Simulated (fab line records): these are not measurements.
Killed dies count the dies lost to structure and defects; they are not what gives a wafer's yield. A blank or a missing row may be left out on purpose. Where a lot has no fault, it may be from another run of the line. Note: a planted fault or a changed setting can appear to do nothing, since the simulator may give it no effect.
Struck lot and sound lot, side by side -- flow n5 finfet -- 16 steps out of a route of 1938
Sound: wafers L223.2, L223.3, L223.6. Struck: wafer L235.1 (left out: L235.5, a lot-mate that was not struck); the cause follows at the end.
Per side, at each step with rows, come the tool, then ch with its chambers, and then its first start. Under that, the readings that differ: sound wafers -- struck wafers -- difference of the means -- sigmas: that difference in standard deviations of wafers without a fault.
alike: readings with means less than 2 such deviations apart, plus words and numbers identical on both sides. not compared: withheld readings, readings lacking a value on some wafer, bounds such as >300 that could conceal the same value, and numbers that have no deviation in the record and whose values overlap.
A row with sigmas, a row that says differs or no value, or rows on one side alone: a step with any of these is where the two part. Numbers that don't overlap but have no deviation are shown without sigmas and don't part them. Lack of a reading on every wafer of one side parts them only where that side has two or more wafers.

N5_HKMG_FIN_PWFM_ALD_03: deposits TiN, target thk 2 nm, pulse time 1 s, purge time 3 s.
  sound on ald metal-02 ch 0,2,3, day 4 21:52; struck on ald metal-03 ch 2, day 7 22:26
reading,sound,struck,difference,sigmas
heater power w (W),926 1017 980,703,-271,-3
  alike: precursor pulse height rel
then, 8 steps without rows for these wafers: N5_HKMG_FIN_COAT_29 (time 60 s, resist thk 300 nm); N5_HKMG_FIN_COAT_30 (time 60 s, resist thk 35 nm); N5_HKMG_FIN_COAT_06 (resist thk 90 nm); N5_HKMG_FIN_EBR_08; N5_HKMG_FIN_SOFTBAKE_07 (time 60 s); N5_HKMG_FIN_EXPOSE_09 (exposes mask NWFM); N5_HKMG_FIN_PEB_10 (peb time 60 s); N5_HKMG_FIN_DEVELOP_11 (develop time 30 s).
N5_HKMG_FIN_CD_MEAS_12: the cd target is 92.8 nm.
  sound on cd sem-01 ch 0, day 4 22:35; struck on cd sem-01 ch 0, day 7 23:16
  alike: cd nm
N5_HKMG_FIN_OVL_MEAS_13:
  sound on overlay-01 ch 0, day 4 22:37; struck on overlay-01 ch 0, day 7 23:17
  alike: NWFM_OVL
N5_HKMG_FIN_INSPECT_14: inspects for defects (macro).
  sound: defect inspect-01 at day 4 22:38; struck: defect inspect-02 at day 7 23:19
  alike: raw defect count
N5_HKMG_FIN_DESCUM_17: chemistry O2, time 7.9 s.
  sound on rie diel-01 ch 0,1,3, day 4 22:40; struck on rie diel-01 ch 0, day 7 23:21
reading,sound,struck,difference,sigmas
model.CAR-ArF_of_HKMG_FIN_COAT_06.thk nm (nm),83.4 83.4 83.4,84.2,+0.8,
  alike: drypump motor current A, o2 flow sccm, oes product au, rf vpp V, showerhead plenum p Torr, throttle valve pct
  not compared: rf hours counter h
N5_HKMG_FIN_ETCH_31: etches SiARC in CF4, target depth 45.5 nm, time 75.8 s.
  sound on rie diel-01 ch 0,1,3, day 4 22:43; struck on rie diel-01 ch 0, day 7 23:23
reading,sound,struck,difference,sigmas
model.CAR-ArF_of_HKMG_FIN_COAT_06.thk nm (nm),51 50.8 51,51.4,+0.5,
  alike: drypump motor current A, etch rf on time s, oes product au, rf vpp V, showerhead plenum p Torr, throttle valve pct
  not compared: rf hours counter h
N5_HKMG_FIN_ETCH_32: etches SOC in N2/H2, target depth 240 nm, time 300 s.
  sound on rie diel-01 ch 0,1,3, day 4 22:46; struck on rie diel-01 ch 0, day 7 23:26
  alike: drypump motor current A, oes product au, rf vpp V, showerhead plenum p Torr, throttle valve pct
  not compared: rf hours counter h
-- the record jumps here: 9 days lie between the struck wafers' starts before and after (it left off in module HKMG_FIN and takes up again in module PASSIVATION, whose first step shown is number 1936 of the route) --
N5_PASSIVATION_PROBE_49:
  sound: prober-01 at day 15 09:14; struck: prober-02 at day 16 20:11
reading,sound,struck,difference,sigmas
killed_at_M0_to_M3,38 36 38,15,-22,-2
  alike: killed_at_M4_up, killed at contacts, killed at front end, killed at other, killed dies, killed on rim, killed open, killed short

WHERE THEY PART
At N5_HKMG_FIN_PWFM_ALD_03 first; at N5_PASSIVATION_PROBE_49 last (within this record only).

WHY: what had been put in by the simulator
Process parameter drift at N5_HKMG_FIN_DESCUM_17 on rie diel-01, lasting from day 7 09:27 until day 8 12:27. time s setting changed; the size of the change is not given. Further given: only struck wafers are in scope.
